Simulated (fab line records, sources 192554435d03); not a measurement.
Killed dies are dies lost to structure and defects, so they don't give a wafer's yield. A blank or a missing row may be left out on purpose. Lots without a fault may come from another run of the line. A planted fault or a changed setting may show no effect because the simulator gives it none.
fab line records | flow n5_finfet
record lots=7 wafers=39
route steps=1938 shown BEOL_M15@1773
start_h: hours from the record's first day to the start of the lot's first wafer shown | wait_h: hours since the lot's step before | " the same as in the row above | L1.1+2: a row that stands for several wafers | - no value, or no start given | * or withheld: withheld | < > ~ a bound
route shown NAME@n: a module of which the file shows steps, and the number in the route of the first | usual: mean/standard deviation of fault-free wafers | same: alike in all rows | chamber/n: place in a boat | sites: the reading at each site | _std_site: their standard deviation | _edge_site: outer sites' mean less inner sites' | radius_mm: how far each site lies from the wafer's centre | mask NAME#n: copy n | behind: the tool/chamber that last shaped the wafer | hold: why the lot was held/for how many hours/how that ended | device: the transistor (n, p or np) that didn't switch | end of line: the same wafers' tests at the end of the route | a step without rows: its recipe alone | killed: dies lost to structure and defects at the first sort, not the wafer's yield | map: a wafer's dies, x killed, . not, _ none there
set.NAME: the setting as run; set.NAME@STEP: as run at that earlier step | model.NAME: the simulator's own value behind a step, which no gauge read
lots whose settings were changed on purpose; a table a step, a row a wafer
## steps
# step N5_BEOL_M15_ILD_DEP_00
# recipe material=SiO2 target_thk_a=16293 temp_c=400 precursor=TEOS/O2 pressure_torr=6.5 rf_w=900 teos_flow_sccm=161.4 gas=O2 flow_sccm=2650 time_s=346.1
# columns lot.wafer tool chamber start_h wait_h set.target_thk_a model.SiO2_of_BEOL_M15_ILD_DEP_00.thk_nm
L083.1 pecvd-01 1 282.51 0.0 16293 1624
L083.2 " 2 " " 16293 1623
L083.3 " 2 " " 16293 1641
L083.4 " 1 " " 16293 1628
L083.5 " 1 " " 16293 1639
L083.6 " 2 " " 16293 1632
L082.1 pecvd-02 2 288.76 0.0 6838 703.6
L082.2 " 0 " " 6838 673.2
L082.3 " 1 " " 6838 679
L082.4 " 1 " " 16293 1641
L082.5 " 0 " " 16293 1654
L082.6 " 2 " " 16293 1671
L093.1 pecvd-02 1 360.38 0.0 16293 1626
L093.2 " 2 " " 23810 2383
L093.3 " 0 " " 23810 2373
L093.4 " 2 " " 16293 1666
L093.5 " 1 " " 23810 2386
L093.6 " 0 " " 16293 1667
L095.2 pecvd-02 1 367.76 0.0 16293 1618
L095.3 " 0 " " 16293 1607
L095.4 " 1 " " 16293 1624
L094.1 pecvd-01 1 379.71 0.0 8818 898.2
L094.2 " 0 " " 16293 1622
L094.3 " 2 " " 8818 903.8
L094.4 " 2 " " 16293 1665
L094.5 " 0 " " 16293 1647
L094.6 " 1 " " 8818 899.6
L096.1 pecvd-04 0 382.97 0.0 16293 1627
L096.2 " 1 " " 16293 1663
L096.3 " 2 " " 20530 2053
L096.4 " 2 " " 16293 1664
L096.5 " 1 " " 20530 2093
L096.6 " 0 " " 20530 2072
L097.1+3 pecvd-02 0,2 385.64 0.0 16293 1627
L097.2 " 1 " " 16293 1615
L097.4 " 1 " " 16293 1669
L097.5 " 0 " " 16293 1652
L097.6 " 2 " " 16293 1666
# step N5_BEOL_M15_THK_MEAS_01
# recipe reads=SiO2_of_BEOL_M15_ILD_DEP_00
# usual M15_ILD_THK=1637/20
# columns lot.wafer tool chamber start_h wait_h set.target_thk_a@BEOL_M15_ILD_DEP_00 M15_ILD_THK[nm]
L083.1 film_metro-01 - 282.87 0.2 16293 1624
L083.2 " - " " 16293 1623
L083.3 " - " " 16293 1642
L083.4 " - " " 16293 1627
L083.5 " - " " 16293 1639
L083.6 " - " " 16293 1632
L082.1 film_metro-02 - 289.01 0.1 6838 703
L082.2 " - " " 6838 673
L082.3 " - " " 6838 679
L082.4 " - " " 16293 1640
L082.5 " - " " 16293 1654
L082.6 " - " " 16293 1670
L093.1 film_metro-01 - 360.63 0.1 16293 1624
L093.2 " - " " 23810 2382
L093.3 " - " " 23810 2373
L093.4 " - " " 16293 1666
L093.5 " - " " 23810 2385
L093.6 " - " " 16293 1667
L095.2 film_metro-02 - 368.01 0.1 16293 1616
L095.3 " - " " 16293 1606
L095.4 " - " " 16293 1624
L094.1 film_metro-01 - 379.95 0.1 8818 897
L094.2 " - " " 16293 1622
L094.3 " - " " 8818 904
L094.4 " - " " 16293 1664
L094.5 " - " " 16293 1647
L094.6 " - " " 8818 900
L096.1 film_metro-01 - 383.22 0.1 16293 1627
L096.2 " - " " 16293 1664
L096.3 " - " " 20530 2054
L096.4 " - " " 16293 1664
L096.5 " - " " 20530 2093
L096.6 " - " " 20530 2072
L097.1 film_metro-01 - 385.89 0.1 16293 1627
L097.2 " - " " 16293 1616
L097.3 " - " " 16293 1628
L097.4 " - " " 16293 1669
L097.5 " - " " 16293 1652
L097.6 " - " " 16293 1665
# step N5_BEOL_M15_COAT_58
# recipe resist=BARC temp_c=205 time_s=60 spin_rpm=1500 resist_thk_nm=89
# step N5_BEOL_M15_COAT_04
# recipe spin_rpm=1704 resist_thk_nm=800
# step N5_BEOL_M15_DESCUM_15
# recipe chemistry=O2 time_s=7.9 source_power_w=50 bias_power_w=20 pressure_mtorr=20 rf_frequency_hz=2.712e+07 temp_c=40 o2_flow_sccm=225
# step N5_BEOL_M15_ETCH_59
# recipe chemistry=N2/H2 target=BARC target_depth_a=890 overetch_a=267 time_s=67.9 ion_energy_ev=200 pressure_mtorr=30 source_w=840 bias_w=150 n2_flow_sccm=200 h2_flow_sccm=200
# step N5_BEOL_M15_VIA_ETCH_16
# recipe chemistry=C4F8/O2/Ar target=SiO2 he_inner_torr=15 he_outer_torr=30 target_depth_a=17922 time_s=withheld ion_energy_ev=800 pressure_mtorr=20 source_w=1905 bias_w=2040 Ar_flow_sccm=400 C4F8_flow_sccm=16 O2_flow_sccm=12 ends=cleared
# columns lot.wafer tool chamber start_h wait_h set.target_thk_a@BEOL_M15_ILD_DEP_00 model.etch.depth_nm model.coat_of_BEOL_M15_COAT_04.thk_nm
L083.1 rie_diel-03 2 283.47 0.0 16293 1624 332.2
L083.2 " 1 " " 16293 1623 329.6
L083.3 " 3 " " 16293 1641 325.4
L083.4 " 0 " " 16293 1628 332.4
L083.5 " 3 " " 16293 1639 327.4
L083.6 " 0 " " 16293 1632 331
L082.1 rie_diel-05 0 289.49 0.0 6838 703.5 548.8
L082.2 " 3 " " 6838 673.2 562.6
L082.3 " 2 " " 6838 679.1 551.8
L082.4 " 1 " " 16293 1641 326.6
L082.5 " 0 " " 16293 1654 323.4
L082.6 " 3 " " 16293 1671 327.8
L093.1 rie_diel-04 2 361.45 0.0 16293 1626 339.4
L093.2 " 1 " " 23810 2383 160.4
L093.3 " 3 " " 23810 2373 160.6
L093.4 " 1 " " 16293 1666 331
L093.5 " 2 " " 23810 2386 158.8
L093.6 " 3 " " 16293 1667 329.6
L095.2 rie_diel-03 0 368.78 0.0 16293 1618 340
L095.3 " 1 " " 16293 1607 338
L095.4 " 2 " " 16293 1624 336.6
L094.1 rie_diel-04 3 380.56 0.0 8818 898.1 503.2
L094.2 " 0 " " 16293 1622 334.6
L094.3 " 2 " " 8818 903.9 502
L094.4 " 1 " " 16293 1665 327.6
L094.5 " 2 " " 16293 1647 328.4
L094.6 " 1 " " 8818 899.6 504.6
L096.1 rie_diel-04 1 383.71 0.0 16293 1627 337
L096.2 " 2 " " 16293 1663 329
L096.3 " 0 " " 20530 2053 237.2
L096.4 " 3 " " 16293 1664 327.2
L096.5 " 3 " " 20530 2093 224.4
L096.6 " 0 " " 20530 2072 233.4
L097.1 rie_diel-05 2 386.49 0.0 16293 1627 331
L097.2 " 1 " " 16293 1615 333.2
L097.3 " 0 " " 16293 1627 335.2
L097.4 " 3 " " 16293 1669 332.6
L097.5 " 3 " " 16293 1652 335.8
L097.6 " 0 " " 16293 1666 325.8
# step N5_BEOL_M15_STRIP_63
# recipe chemistry=O2 power_w=600 temp_c=60 pressure_mtorr=30 rf_frequency_hz=6e+07 bias_power_w=0 overash_fraction=0.3 o2_flow_sccm=225
# step N5_BEOL_M15_STRIP_64
# recipe chemistry=O2 power_w=600 temp_c=60 pressure_mtorr=30 rf_frequency_hz=6e+07 bias_power_w=0 overash_fraction=0.3 o2_flow_sccm=225
# step N5_BEOL_M15_STRIP_65
# recipe chemistry=post_etch_residue_remover time_s=60 temp_c=25 remover_ph=withheld remover_water_wt_pct=withheld remover_fluoride_wt_pct=withheld
# step N5_BEOL_M15_SRD_66
# recipe time_s=30 temp_c=23 rinse_liquid=diw dry=n2_spin spin_rpm=1500 dry_time_s=30
# step N5_BEOL_M15_CD_MEAS_17
# recipe target_cd_nm=360 polarity=opening
# usual cd_nm=362.5/2.1
# columns lot.wafer tool chamber start_h wait_h set.target_thk_a@BEOL_M15_ILD_DEP_00 cd_nm
L083.1 cd_sem-01 - 283.88 0.0 16293 359.6
L083.2 " - " " 16293 361.6
L083.3 " - " " 16293 360.6
L083.4 " - " " 16293 361.6
L083.5 " - " " 16293 361.8
L083.6 " - " " 16293 363.1
L082.1 cd_sem-01 - 289.90 0.0 6838 354.8
L082.2 " - " " 6838 350.7
L082.3 " - " " 6838 353.5
L082.4 " - " " 16293 361.8
L082.5 " - " " 16293 362.4
L082.6 " - " " 16293 359.2
L093.1 cd_sem-01 - 361.86 0.0 16293 366.2
L093.2 " - " " 23810 369.9
L093.3 " - " " 23810 367.9
L093.4 " - " " 16293 362.8
L093.5 " - " " 23810 370.6
L093.6 " - " " 16293 363.0
L095.2 cd_sem-03 - 369.19 0.0 16293 365.5
L095.3 " - " " 16293 365.1
L095.4 " - " " 16293 362.1
L094.1 cd_sem-01 - 380.97 0.0 8818 349.7
L094.2 " - " " 16293 361.6
L094.3 " - " " 8818 353.3
L094.4 " - " " 16293 359.4
L094.5 " - " " 16293 361.2
L094.6 " - " " 8818 353.2
L096.1 cd_sem-02 - 384.12 0.0 16293 363.3
L096.2 " - " " 16293 361.8
L096.3 " - " " 20530 367.1
L096.4 " - " " 16293 358.7
L096.5 " - " " 20530 364.1
L096.6 " - " " 20530 368.5
L097.1 cd_sem-03 - 386.91 0.0 16293 363.8
L097.2 " - " " 16293 360.9
L097.3 " - " " 16293 363.1
L097.4 " - " " 16293 360.2
L097.5 " - " " 16293 361.0
L097.6 " - " " 16293 365.4
## key
split step=N5_BEOL_M15_ILD_DEP_00 setting=target_thk_a stated=16293 by=wafer
response step=N5_BEOL_M15_ILD_DEP_00 reading=model.SiO2_of_BEOL_M15_ILD_DEP_00.thk_nm change=+16.3 per=1% r=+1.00
response step=N5_BEOL_M15_THK_MEAS_01 reading=M15_ILD_THK change=+16.3 per=1% r=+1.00
response step=N5_BEOL_M15_VIA_ETCH_16 reading=model.etch.depth_nm change=+16.3 per=1% r=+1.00
response step=N5_BEOL_M15_VIA_ETCH_16 reading=model.coat_of_BEOL_M15_COAT_04.thk_nm change=-3.84 per=1% r=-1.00
response step=N5_BEOL_M15_CD_MEAS_17 reading=cd_nm change=+0.152 per=1% r=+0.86
